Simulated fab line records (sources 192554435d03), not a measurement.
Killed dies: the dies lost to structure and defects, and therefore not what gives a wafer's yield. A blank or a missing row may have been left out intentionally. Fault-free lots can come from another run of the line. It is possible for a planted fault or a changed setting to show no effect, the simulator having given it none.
fab line records -- flow n5-finfet
record lots=4, wafers=12, last-day=16
route steps=1938 shown STI_FIN_REVEAL@184 DUMMY_GATE@212 BEOL_M4@1111 PASSIVATION@1936
lots that met no fault: taken from a fault-free run of the same line
start-h: hours from the record's opening day to when the first of the lot's shown wafers began -- wait-h: hours elapsed since this lot's preceding step -- " unchanged from the row above -- L1.1+2: one row covering several wafers at once -- - no value, or no start given -- * or withheld: withheld -- < > ~ a bound
route shown NAME@n: a module of which the file shows steps, and the number in the route of the first -- usual: the fault-free wafers' mean and standard deviation -- same: alike in all rows -- chamber/n: place in a boat -- sites: the reading at each site -- _std_site: standard deviation of those values -- _edge_site: the outer-site mean with the inner-site mean subtracted -- radius-mm: how far each site lies from the wafer's centre -- mask NAME#n: copy n -- behind: tool/chamber where the wafer was last shaped -- hold: the reason the lot was held/the length of the hold in hours/how it ended -- device: names the non-switching transistor (n, p or np) -- end of line: at the end of the route, the tests of the same wafers -- where a step has no rows: the recipe by itself -- killed: dies that structure and defects cost at the first sort, which is not the same as the wafer's yield -- map: the dies of a wafer, with x for killed, . for not killed, _ for no die there
set.NAME: setting as actually run; set.NAME@STEP: the setting as run at that earlier step -- model.NAME: the simulator's own value behind a step, which no gauge read
lots at some steps of the route; a table a step, a row a wafer
services: from which hour (start-h, from the record's first day; less than 0 if before it) a tool's chamber was out of use, for how many hours, and why
## steps
# step N5_STI_FIN_REVEAL_ALD_14
# recipe material=Si3N4, target-thk-a=30, temp-c=400, ald-precursor-family=SiH2I2, ald-co-reactant=N2/H2-plasma, pressure-torr=2
# step N5_STI_FIN_REVEAL_FCVD_FILL_01
# recipe material=SiO2_flowable, target-thk-a=3120, temp-c=100, pressure-torr=0.8, rf-w=2000, time-s=512.2
# step N5_STI_FIN_REVEAL_DENSIFY_02
# recipe temp-c=650, ambient=steam, time-s=1800, idle-temp-c=400, densification-p-h2o-torr=640
# step N5_STI_FIN_REVEAL_CMP_04
# recipe stop-on=Si3N4, t-overpolish-s=4, down-force-psi=2, platen-rpm=54.18, post-cmp-clean=alkaline-brush, pad-velocity-m-s=1.078, target-thk-nm=131.83
# step N5_STI_FIN_REVEAL_DENSIFY_30
# recipe temp-c=*, time-s=*, ambient=N2, idle-temp-c=600, ramp-up-c-per-s=150, ramp-down-c-per-s=60, cool-to-c=600
# step N5_STI_FIN_REVEAL_ETCHBACK_08
# recipe chemistry=C4F6/O2, target=SiO2, target-depth-a=305, time-s=10.167, ion-energy-ev=250, pressure-mtorr=30, source-w=345, bias-w=185, Ar_flow_sccm=300, C4F6_flow_sccm=10, O2_flow_sccm=10
# step N5_STI_FIN_REVEAL_STRIP_24
# recipe chemistry=N2/H2, time-s=90, power-w=100, temp-c=40, pressure-mtorr=100, rf-frequency-hz=6e+07, bias-power-w=3, n2-flow-sccm=300, h2-flow-sccm=300
# step N5_STI_FIN_REVEAL_PRECLEAN_25
# recipe chemistry=SPM, time-s=90, temp-c=120, mix=4:1
# step N5_STI_FIN_REVEAL_PRECLEAN_26
# recipe chemistry=SC1, time-s=45, temp-c=46, mix=1:2:100
# step N5_STI_FIN_REVEAL_PRECLEAN_29
# recipe chemistry=DHF, time-s=30, temp-c=25, dilution=300:1
# step N5_STI_FIN_REVEAL_SRD_12
# recipe time-s=30, temp-c=23, rinse-liquid=diw, dry=ipa-marangoni
# step N5_STI_FIN_REVEAL_RECESS_09
# recipe chemistry=HF/NH3, target=SiO2, afs-cycles=11, target-depth-a=425, temp-c=30, sublimation-temp-c=180, sublimation-time-s=60
# usual drypump-motor-current-A=5.8/0.52, sublimation-temp-c=179.97/0.17
lot.wafer,tool,chamber,start-h,wait-h,drypump-motor-current-A,sublimation-temp-c
L801.1,vapor-etch-02,1,53.17,0.3,6.5,180.15
L801.3,vapor-etch-02,0,53.17,0.3,5.8,179.98
L801.4,vapor-etch-02,1,53.17,0.3,6.5,180.03
L814.1,vapor-etch-02,0,130.01,0.0,5.8,179.95
L814.3,vapor-etch-02,0,130.01,0.0,5.8,179.88
L814.4,vapor-etch-02,1,130.01,0.0,6.5,179.94
L815.3,vapor-etch-02,0,137.53,0.6,5.8,180.08
L815.4,vapor-etch-02,1,137.53,0.6,6.4,179.70
L815.5,vapor-etch-02,1,137.53,0.6,6.4,180.16
L817.1,vapor-etch-01,0,151.57,0.0,5.9,179.93
L817.3,vapor-etch-01,1,151.57,0.0,5.0,180.22
L817.6,vapor-etch-01,0,151.57,0.0,6.0,180.25
# step N5_STI_FIN_REVEAL_STRIP_16
# recipe chemistry=H3PO4, material=SiNx, temp-c=165, target-depth-a=238, overetch-fraction=0.4964, dry=ipa-marangoni
# step N5_STI_FIN_REVEAL_PRECLEAN_17
# recipe chemistry=NF3:NH3, afs-cycles=1, temp-c=30, time-s=20, sublimation-temp-c=180, sublimation-time-s=60, pressure-torr=3, rf-power-w=30
# step N5_STI_FIN_REVEAL_ETCH_34
# recipe chemistry=H2, mode=isotropic, material=Si, target=Si, target-depth-a=9.7, temp-c=20, pressure-mtorr=4.5, icp-w=300, bias-w=0, h2-flow-sccm=7.5, he-flow-sccm=142.5
# step N5_STI_FIN_REVEAL_OXIDATION_31
# recipe chemistry=O2_PLASMA_REMOTE, temp-c=150, time-s=20, pressure-mtorr=1000, source-power-w=2000, o2-flow-sccm=3000
# step N5_STI_FIN_REVEAL_PRECLEAN_32
# recipe chemistry=NF3:NH3, afs-cycles=1, temp-c=30, time-s=20, sublimation-temp-c=180, sublimation-time-s=60, pressure-torr=3, rf-power-w=30
# step N5_STI_FIN_REVEAL_STRIP_35
# recipe chemistry=H3PO4, material=Si3N4, temp-c=165, target-depth-a=40, time-s=39
# step N5_STI_FIN_REVEAL_SRD_21
# recipe dry=ipa-marangoni, time-s=30, temp-c=23, rinse-liquid=diw
# step N5_STI_FIN_REVEAL_OXIDATION_33
# recipe chemistry=O2_PLASMA_REMOTE, temp-c=150, time-s=20, pressure-mtorr=1000, source-power-w=2000, o2-flow-sccm=3000
# step N5_STI_FIN_REVEAL_CLEAN_19
# recipe chemistry=O3/DIW, temp-c=25, time-s=120, o3-ppm=10
# step N5_STI_FIN_REVEAL_SRD_23
# recipe dry=ipa-marangoni, time-s=30, temp-c=23, rinse-liquid=diw
# step N5_STI_FIN_REVEAL_FIN_H_MEAS_10
# usual trench-depth-nm=52.2/0.64
lot.wafer,tool,chamber,start-h,wait-h,trench-depth-nm
L801.1,ocd-01,-,55.93,0.0,52.9
L801.3,ocd-01,-,55.93,0.0,53.7
L801.4,ocd-01,-,55.93,0.0,53.5
L814.1,ocd-02,-,132.71,0.0,52.7
L814.3,ocd-02,-,132.71,0.0,47.8
L814.4,ocd-02,-,132.71,0.0,47.0
L815.3,ocd-02,-,139.70,0.0,48.0
L815.4,ocd-02,-,139.70,0.0,47.5
L815.5,ocd-02,-,139.70,0.0,51.9
L817.1,ocd-01,-,154.28,0.0,53.0
L817.3,ocd-01,-,154.28,0.0,51.5
L817.6,ocd-01,-,154.28,0.0,51.4
# step N5_STI_FIN_REVEAL_PRECLEAN_18
# recipe chemistry=SC2, time-s=45, temp-c=35, mix=1:1:50
# step N5_STI_FIN_REVEAL_SRD_28
# recipe dry=ipa-marangoni, time-s=30, temp-c=23, rinse-liquid=diw
# step N5_DUMMY_GATE_PRECLEAN_00
# recipe chemistry=O3/DIW, time-s=60, temp-c=22, o3-ppm=10
# step N5_DUMMY_GATE_SRD_01
# recipe time-s=30, temp-c=23, rinse-liquid=diw, dry=ipa-marangoni
# step N5_DUMMY_GATE_ALD_02
# recipe material=SiO2, target-thk-a=20, temp-c=300, ald-precursor-family=BDEAS, ald-co-reactant=O2-plasma, pulse-time-s=1, pressure-torr=2
# step N5_DUMMY_GATE_CVD_03
# recipe material=a-Si, target-thk-a=1500, temp-c=530, precursor=SiH4, time-s=8042
# step N5_DUMMY_GATE_PRECLEAN_46
# recipe chemistry=DIW, time-s=89.5, temp-c=23
# step N5_DUMMY_GATE_SRD_47
# recipe dry-time-s=32, dry=n2-spin, spin-rpm=1500
# step N5_DUMMY_GATE_CMP_04
# recipe material=a-Si, post-cmp-clean=alkaline-brush
# step N5_DUMMY_GATE_HM_DEP_06
# recipe material=SiNx, target-thk-a=800, precursor=DCS/NH3, temp-c=700, pressure-mtorr=300, time-s=5141
# step N5_DUMMY_GATE_PECVD_30
# recipe material=SiO2, target-thk-a=550, temp-c=400, precursor=TEOS/O2, pressure-torr=6.5, rf-w=withheld, teos-flow-sccm=withheld, gas=O2, flow-sccm=2650, time-s=10.8
# step N5_DUMMY_GATE_COAT_34
# recipe resist=SOC, temp-c=250, time-s=60, spin-rpm=1500, resist-thk-nm=60
# step N5_DUMMY_GATE_COAT_35
# recipe resist=SiARC, temp-c=220, time-s=60, spin-rpm=1500, resist-thk-nm=10
# step N5_DUMMY_GATE_COAT_28
# recipe resist=underlayer, temp-c=205, time-s=60, spin-rpm=1500, resist-thk-nm=10
# step N5_DUMMY_GATE_COAT_09
# recipe resist=CAR-EUV, spin-rpm=1500, resist-thk-nm=30
# step N5_BEOL_M4_RC_MEAS_101
# usual DIBL_N=35.9/1.6, DIBL_P=35.6/2.1, IOFF_N=0.149/0.029, IOFF_N_85C=2.9/0.47, IOFF_P=0.20/0.033, IOFF_P_85C=3.5/0.49, ION_N=671/11, ION_P=460/7.3, SS_N=71.4/0.62, SS_P=73.2/0.65, VT_N=251/3.1, VT_P=-251/3.4
lot.wafer,tool,chamber,start-h,wait-h,DIBL_N[mV/V],DIBL_P[mV/V],IOFF_N[nA/um],IOFF_N_85C[nA/um],IOFF_P[nA/um],IOFF_P_85C[nA/um],ION_N[uA/um],ION_P[uA/um],SS_N[mV/dec],SS_P[mV/dec],VT_N[mV],VT_P[mV]
L801.1,prober-02,0,182.49,0.0,33.2,34.0,0.116,2.3,0.15,2.7,670,453,70.9,71.6,253,-258
L801.3,prober-02,0,182.49,0.0,34.1,33.9,0.121,2.4,0.14,2.7,673,455,70.6,72.2,254,-258
L801.4,prober-02,0,182.49,0.0,33.8,34.1,0.112,2.3,0.14,2.6,658,454,71.2,72.1,255,-260
L814.1,prober-02,0,257.60,0.0,37.4,35.4,0.141,2.9,0.19,3.4,680,462,71.4,73.3,253,-252
L814.3,prober-02,0,257.60,0.0,45.3,39.5,0.505,8.2,0.31,5.1,628,421,80.6,76.6,250,-249
L814.4,prober-02,0,257.60,0.0,44.6,39.8,0.482,7.9,0.39,6.2,624,426,79.9,77.4,252,-250
L815.3,prober-02,0,274.11,0.3,40.0,35.7,0.277,5.0,0.21,3.6,604,415,78.8,74.4,260,-253
L815.4,prober-02,0,274.11,0.3,44.5,38.4,0.475,7.9,0.28,4.6,616,422,82.2,76.4,256,-254
L815.5,prober-02,0,274.11,0.3,37.8,37.3,0.164,3.2,0.21,3.7,671,470,72.6,73.6,250,-253
L817.1,prober-02,0,280.85,0.0,33.7,33.6,0.127,2.5,0.18,3.2,666,464,71.3,73.2,250,-250
L817.3,prober-02,0,280.85,0.0,37.2,35.9,0.165,3.2,0.21,3.7,666,459,71.4,73.1,251,-250
L817.6,prober-02,0,280.85,0.0,35.7,35.1,0.146,2.9,0.21,3.5,661,455,71.1,73.0,252,-250
# step N5_PASSIVATION_PROBE_49
# usual defect-limited-yield=90.9/1.5, killed_at_M0_to_M3=36/9.9, killed_at_M4_up=13/4.5, killed-at-contacts=13/6.4, killed-at-front-end=42/12, killed-at-other=3.4/3, killed-dies=107/18, killed-open=69/13, killed-short=35/8.2, sort_bin_4_leakage=0/0, sort_bin_5_function=5.3/1.1, sort_bin_6_memory=3.4/0.69, sort_bin_8_speed=0.00/0.0071, sort-n-pass=1073/18, sort-yield-pct=90.9/1.5
# same gross-dies=1180, killed-at-back-side=0
lot.wafer,tool,chamber,start-h,wait-h,defect-limited-yield[%],killed_at_M0_to_M3,killed_at_M4_up,killed-at-contacts,killed-at-front-end,killed-at-other,killed-dies,killed-open,killed-short,sort_bin_4_leakage[%],sort_bin_5_function[%],sort_bin_6_memory[%],sort_bin_8_speed[%],sort-n-pass,sort-yield-pct[%]
L801.1,prober-01,-,284.83,0.0,89.3,38,17,12,58,1,126,81,42,0,5.8,4.6,0,1054,89.3
L801.3,prober-01,-,284.93,0.1,92.9,21,12,9,37,5,84,68,13,0,4.7,2.5,0,1096,92.9
L801.4,prober-01,-,284.98,0.2,92.1,22,19,11,39,2,93,55,30,0,4.5,2.5,0,1087,92.1
L814.1,prober-01,-,354.01,0.0,88.4,40,14,23,58,2,137,102,34,0,7.6,3.9,0,1043,88.4
L814.3,prober-01,-,354.11,0.1,90.0,34,5,26,47,6,118,79,39,53.56,6.4,3.3,28.39,95,8.1
L814.4,prober-01,-,354.16,0.2,89.7,24,10,30,53,4,121,87,29,45.51,5.8,3.6,24.83,229,19.4
L817.1,prober-01,-,376.81,0.8,87.9,50,17,9,64,3,143,95,44,0,7.0,4.6,0,1037,87.9
L817.3,prober-01,-,376.91,0.9,89.2,49,16,4,58,0,127,86,38,0,5.8,4.5,0,1053,89.2
L817.6,prober-01,-,377.06,1.0,89.1,32,18,15,62,2,129,81,45,0,6.7,3.6,0,1051,89.1
L815.3,prober-01,-,382.25,0.1,91.0,27,12,15,47,5,106,67,36,0.42,5.7,2.9,90.00,7,0.6
L815.4,prober-01,-,382.30,0.2,93.5,20,18,10,26,3,77,50,23,56.78,3.6,2.6,27.88,104,8.8
L815.5,prober-01,-,382.35,0.2,93.1,15,11,11,27,17,81,48,29,0,4.1,2.4,0,1099,93.1
# killed by level:class
L801.1 FIN_SAQP:geometric-particle:short=16 MOL_CONTACT_COAG:geometric-particle:open=10 BEOL_M0_SAQP:geometric-particle:open=10 BEOL_M4:geometric-particle:open=10 BEOL_M3:geometric-particle:open=9 DUMMY_GATE:geometric-particle:open=8 BEOL_M0_SAQP:geometric-particle:short=8 FIN_SAQP:geometric-particle:open=6
L801.3 FIN_SAQP:geometric-particle:open=12 MOL_CONTACT_COAG:geometric-particle:open=9 STI_FIN_REVEAL:geometric-particle:open=8 BEOL_M1:geometric-particle:open=7 BEOL_M2:geometric-particle:open=6 BEOL_M0_SAQP:geometric-particle:open=4 FIN_SAQP:geometric-particle:short=3 DUMMY_GATE:geometric-particle:open=3
L801.4 MOL_CONTACT_COAG:geometric-particle:open=9 HKMG_FIN:area-etch=8 STI_FIN_REVEAL:geometric-particle:open=7 BEOL_M0_SAQP:geometric-particle:short=7 BEOL_M4:geometric-particle:open=6 BEOL_M5:geometric-particle:open=6 DUMMY_GATE:geometric-particle:open=5 BEOL_M3:geometric-particle:open=5
L814.1 FIN_SAQP:geometric-particle:open=29 MOL_CONTACT_COAG:geometric-particle:open=18 BEOL_M3:geometric-particle:open=10 BEOL_M0_SAQP:geometric-particle:short=9 BEOL_M1:geometric-particle:open=6 MOL_CONTACT_COAG:geometric-particle:short=5 BEOL_M0_SAQP:geometric-particle:open=5 BEOL_M4:geometric-particle:open=4
L814.3 MOL_CONTACT_COAG:geometric-particle:open=22 FIN_SAQP:geometric-particle:open=15 FIN_SAQP:geometric-particle:short=14 STI_FIN_REVEAL:geometric-particle:open=10 BEOL_M2:geometric-particle:open=9 BEOL_M0_SAQP:geometric-particle:short=9 BEOL_M1:geometric-particle:open=6 BEOL_M4:geometric-particle:open=4
L814.4 MOL_CONTACT_COAG:geometric-particle:open=26 FIN_SAQP:geometric-particle:short=10 BEOL_M3:geometric-particle:open=10 FIN_SAQP:geometric-particle:open=9 STI_FIN_REVEAL:geometric-particle:open=9 BEOL_M4:geometric-particle:open=5 STARTING-WAFER:geometric-particle:open=5 HKMG_FIN:area-etch=5
L817.1 FIN_SAQP:geometric-particle:open=20 GATE_CUT:geometric-particle:short=15 STI_FIN_REVEAL:geometric-particle:open=13 BEOL_M2:geometric-particle:open=11 BEOL_M1:geometric-particle:open=8 BEOL_M4:geometric-particle:open=8 BEOL_M3:geometric-particle:open=8 BEOL_M0:geometric-particle:open=7
L817.3 STI_FIN_REVEAL:geometric-particle:open=18 BEOL_M3:geometric-particle:open=15 BEOL_M2:geometric-particle:open=11 FIN_SAQP:geometric-particle:open=8 GATE_CUT:geometric-particle:short=7 BEOL_M4:geometric-particle:open=7 FIN_SAQP:geometric-particle:short=6 STARTING-WAFER:geometric-particle:open=5
L817.6 FIN_SAQP:geometric-particle:open=17 MOL_CONTACT_COAG:geometric-particle:open=11 BEOL_M5:geometric-particle:open=9 FIN_SAQP:geometric-particle:short=8 DUMMY_GATE:geometric-particle:open=7 STI_FIN_REVEAL:geometric-particle:open=5 GATE_CUT:geometric-particle:short=5 BEOL_M2:geometric-particle:open=5
L815.3 MOL_CONTACT_COAG:geometric-particle:open=13 FIN_SAQP:geometric-particle:short=9 FIN_SAQP:geometric-particle:open=9 DUMMY_GATE:geometric-particle:open=8 BEOL_M3:geometric-particle:open=8 BEOL_M1:geometric-particle:open=7 STARTING-WAFER:geometric-particle:short=5 BEOL_M0_SAQP:geometric-particle:open=5
L815.4 MOL_CONTACT_COAG:geometric-particle:open=10 BEOL_M4:geometric-particle:open=8 BEOL_M0_SAQP:geometric-particle:short=6 BEOL_M1:geometric-particle:open=5 STARTING-WAFER:geometric-particle:open=5 FIN_SAQP:geometric-particle:short=4 FIN_SAQP:geometric-particle:open=4 STARTING-WAFER:geometric-particle:short=4
L815.5 MOL_CONTACT_COAG:geometric-particle:open=6 BEOL_M4:geometric-particle:open=5 FIN_SAQP:geometric-particle:short=4 GATE_CUT:geometric-particle:open=4 MOL_CONTACT_COAG:geometric-particle:short=4 BEOL_M0_SAQP:geometric-particle:open=4 BEOL_M1:geometric-particle:open=4 PAD_METAL:geometric-particle:short=4
# map L814.1 (x killed, . not)
_________________.x..........________________
______________........x........._____________
___________x.x.......x.x...........__________
__________.......x...xx....x..x....._________
________............x..xxx............_______
_______...xxx.....................x....______
______................x...x......x.....x_____
_____......x..x.........x................____
____............x....x............x.x.....___
___.x...............x..x.....x..x.x........__
___............x....xx..........x..x.....x.__
__...x..x..x...xx...........x..............._
__........x....x..........x.........xx.....x_
_.............x.x...............x....x....x..
_.x.............x.....x.................x.x..
_.......x.x.......x..............x........x..
_...........................x........x.....x.
_..x................x..............x....x.x..
_........................xx...........x....x.
_.x.................xx.........x........x....
_.x..........................................
__.......x............x...x........x..x....._
__..x...x...x..x..............x.........x..._
___...x.....x.......xx....x...x............__
___......xx........x..................x...x__
____............x.........................___
_____......x.............x...........x.xx____
______......................x..x...x...x_____
_______................................______
________...................x...x.....x_______
__________....x....x..x....xx....x.._________
___________.........x...x.....xx..x__________
______________......x...x......._____________
_________________.....x...x..________________
# map L815.3 (x killed, . not)
_________________x...........________________
______________......x..xx...x..._____________
___________.....x......x...........__________
__________.........................._________
________......x.................x....._______
_______..x.........................x..x______
______.....x......x....................._____
_____..x.x...................x...........____
____.................x.............x......___
___..............................x....x....__
___.....x.............x.............x.x.x..__
__..........x..........x..................x._
__.x.x........................x.........x..._
_x......x.....x..x.............x..........x..
_x.........xx....x..xx......x....x.......xx..
_.........x..................................
_xx..x..........x............................
_.........x.....x.......x........x.......x...
_x...........x..........x......x..x......x..x
_.......x.................xx.................
_x....x.x.............x......................
__..............xxx.........x..............._
__.........xx............x.................._
___...........x........................x...__
___..............x.............x...........__
____...........................xx.........___
_____.x.................x................____
______........x.......x.xx...........x.._____
_______x............x..x..........x....______
________.......x.....x................_______
__________.........x...x............_________
___________....x.......x..x........__________
______________...........x..x..._____________
_________________............________________
## services
tool,chamber,start-h,hours,kind
vapor-etch-02,-,77.81,1.0,repair
vapor-etch-02,-,103.18,2.8,pm
vapor-etch-01,-,119.15,0.4,repair
## key
first-sign step=N5_STI_FIN_REVEAL_FIN_H_MEAS_10, reading=trench-depth-nm, direction=down, sigmas=7.2, usual=52.2, struck=47.6
effect step=N5_BEOL_M4_RC_MEAS_101, reading=SS_N, direction=up, sigmas=14, usual=71.4, struck=80.4
effect step=N5_BEOL_M4_RC_MEAS_101, reading=IOFF_N, direction=up, sigmas=9.7, usual=0.149, struck=0.435
effect step=N5_BEOL_M4_RC_MEAS_101, reading=IOFF_N_85C, direction=up, sigmas=9.2, usual=2.9, struck=7.2
effect step=N5_BEOL_M4_RC_MEAS_101, reading=ION_P, direction=down, sigmas=5.4, usual=460, struck=421
effect step=N5_BEOL_M4_RC_MEAS_101, reading=DIBL_N, direction=up, sigmas=4.8, usual=35.9, struck=43.6
effect step=N5_BEOL_M4_RC_MEAS_101, reading=ION_N, direction=down, sigmas=4.7, usual=671, struck=618
effect step=N5_BEOL_M4_RC_MEAS_101, reading=SS_P, direction=up, sigmas=4.5, usual=73.2, struck=76.2
effect step=N5_BEOL_M4_RC_MEAS_101, reading=IOFF_P, direction=up, sigmas=3, usual=0.20, struck=0.30, wafers-moved=3
effect step=N5_BEOL_M4_RC_MEAS_101, reading=IOFF_P_85C, direction=up, sigmas=2.9, usual=3.5, struck=4.9, wafers-moved=3
effect step=N5_PASSIVATION_PROBE_49, reading=sort_bin_8_speed, direction=up, sigmas=99+, usual=0.00, struck=42.78
met-at N5_STI_FIN_REVEAL_RECESS_09
struck-wafers L814.3,L814.4,L815.3,L815.4
onset-between 53.17 130.01
fault kind=process-parameter-drift, tool=vapor-etch-02, chamber=-, onset-h=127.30, steps=N5_STI_FIN_REVEAL_RECESS_09, channel=target-depth-a, offset=-45.594, shape=step, end-h=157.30, scope=struck-wafers-only, acts-in=these-recipes-only, stated=425
